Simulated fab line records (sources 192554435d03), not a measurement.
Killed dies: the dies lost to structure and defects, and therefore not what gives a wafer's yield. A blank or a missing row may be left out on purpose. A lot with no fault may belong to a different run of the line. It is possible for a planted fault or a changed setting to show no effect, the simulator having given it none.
3 desks looking at one fault || flow n5Finfet || only its own numbers are on each desk; what lay behind them is given at the end

METROLOGY DESK
What the gauges read for every lot (on any tool): the sampled wafers with a number, averaged. Marked OUT: a lot whose mean sits more than 4 standard deviations from the usual mean, which makes it out of limits; the brackets give that distance. Only the readings that lie furthest out on some lot appear, 7 of the 10 it has.
Columns: A = DIBL_N at N5_BEOL_M4_RC_MEAS_101, usual 35.9 mV/V; B = DIBL_P at N5_BEOL_M4_RC_MEAS_101, usual 35.9 mV/V; C = IOFF_N at N5_BEOL_M4_RC_MEAS_101, usual 0.155 nA/um; D = IOFF_P at N5_BEOL_M4_RC_MEAS_101, usual 0.201 nA/um; E = ION_N at N5_BEOL_M4_RC_MEAS_101, usual 672 uA/um; F = SS_N at N5_BEOL_M4_RC_MEAS_101, usual 71.6 mV/dec; G = VT_N at N5_BEOL_M4_RC_MEAS_101, usual 250.0 mV
{"lot": "L711", "first seen here": "day 8 04:57", "A": 34.8, "B": 34.0, "C": 0.132, "D": 0.193, "E": 659, "F": 71.5, "G": 254.1}
{"lot": "L715", "first seen here": "day 8 23:53", "A": 34.6, "B": 36.4, "C": 0.151, "D": 0.192, "E": 667, "F": 71.6, "G": 251.9}
{"lot": "L713", "first seen here": "day 9 02:19", "A": 36.6, "B": 35.9, "C": 0.150, "D": 0.193, "E": 670, "F": 71.7, "G": 250.9}
{"lot": "L714", "first seen here": "day 9 06:42", "A": 35.9, "B": 36.2, "C": 0.168, "D": 0.212, "E": 675, "F": 71.5, "G": 248.9}
{"lot": "L724", "first seen here": "day 11 12:03", "A": 37.0, "B": 36.5, "C": 0.184, "D": 0.244, "E": 675, "F": 72.4, "G": 246.2}
{"lot": "L730", "first seen here": "day 12 22:28", "A": 38.4, "B": 39.1, "C": 0.198, "D": 0.247, "E": 684, "F": 72.2, "G": 245.2}
{"lot": "L729", "first seen here": "day 12 22:56", "A": 36.1, "B": 37.3, "C": 0.162, "D": 0.210, "E": 675, "F": 72.4, "G": 249.2}
{"lot": "L731", "first seen here": "day 13 16:23", "A": 36.2, "B": 38.3, "C": 0.208, "D": 0.246, "E": 681, "F": 71.8, "G": 243.9}
{"lot": "L733", "first seen here": "day 13 23:38", "A": 34.7, "B": 33.7, "C": 0.128, "D": 0.184, "E": 657, "F": 71.3, "G": 254.4}
Finding of this desk: none of the 9 lots has anything out of limits.

THE DEFECT DESK
Lot by lot, what the route's inspections counted, given as the mean of those sampled wafers with a number. Marked OUT: a lot whose mean sits more than 4 standard deviations from the usual mean, which makes it out of limits; the brackets give that distance.
Columns: A = rawDefectCount at N5_STI_FIN_REVEAL_INSPECT_13, usual 12
{"lot": "L711", "first seen here": "day 2 21:38", "A": 12}
{"lot": "L713", "first seen here": "day 3 08:10", "A": 13}
{"lot": "L714", "first seen here": "day 3 13:37", "A": "824 (+99 or more) OUT"}
{"lot": "L715", "first seen here": "day 3 19:09", "A": "797 (+99 or more) OUT"}
{"lot": "L724", "first seen here": "day 6 01:14", "A": 13}
{"lot": "L729", "first seen here": "day 7 13:07", "A": 15}
{"lot": "L730", "first seen here": "day 7 13:43", "A": 11}
{"lot": "L731", "first seen here": "day 7 23:42", "A": 11}
{"lot": "L733", "first seen here": "day 8 07:53", "A": 11}
This desk finds L714, L715 out of limits, L714 being first, at day 3 13:37 (rawDefectCount at N5_STI_FIN_REVEAL_INSPECT_13). Within limits: L711, L713, L724, L729, L730, L731, L733.

AT THE TOOL OWNER'S DESK: rieDiel-02
The tool's own readings at N5_STI_FIN_REVEAL_STRIP_24 (strips in N2/H2, time 90 s): means of the sampled wafers that have a number, for each lot that ran on this tool. Marked OUT: a lot whose mean sits more than 4 standard deviations from the usual mean, which makes it out of limits; the brackets give that distance.
Columns: A = drypumpMotorCurrentA at N5_STI_FIN_REVEAL_STRIP_24, usual 5.7 A; B = oesProductAu at N5_STI_FIN_REVEAL_STRIP_24, usual 0.77 a.u.; C = rfVppV at N5_STI_FIN_REVEAL_STRIP_24, usual 45.4 V; D = showerheadPlenumPTorr at N5_STI_FIN_REVEAL_STRIP_24, usual 3.41 Torr; E = throttleValvePct at N5_STI_FIN_REVEAL_STRIP_24, usual 12.26 %
{"lot": "L713", "first seen here": "day 3 05:07", "A": 6.3, "B": 0.78, "C": 45.7, "D": 3.44, "E": 12.05}
{"lot": "L714", "first seen here": "day 3 10:37", "A": 6.3, "B": 0.80, "C": 44.8, "D": 3.49, "E": 12.00}
{"lot": "L715", "first seen here": "day 3 16:08", "A": 6.3, "B": 0.80, "C": 45.6, "D": 3.50, "E": 12.02}
{"lot": "L731", "first seen here": "day 7 19:05", "A": 6.0, "B": 0.71, "C": 45.3, "D": 3.40, "E": 12.24}
Finding of this desk: none of the 4 lots has anything out of limits.

TAKEN TOGETHER
The defect desk could have raised an alarm at day 3 13:37, on L714, L715.
At the metrology desk, nothing out of limits was observed.
The tool owner's desk saw nothing out of limits.
The metrology desk holds a record of L714, L715, inside its limits.
On record at the tool owner's desk: L714, L715, within its limits.
Of the lots named, all ran N5_STI_FIN_REVEAL_STRIP_24 on rieDiel-02.

WHAT THE SIMULATOR PUT IN
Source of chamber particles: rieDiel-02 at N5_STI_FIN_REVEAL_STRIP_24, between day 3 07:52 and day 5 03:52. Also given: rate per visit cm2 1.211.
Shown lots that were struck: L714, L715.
Hours from the fault's start to each desk's first reading out of limits: the defect desk, 6.
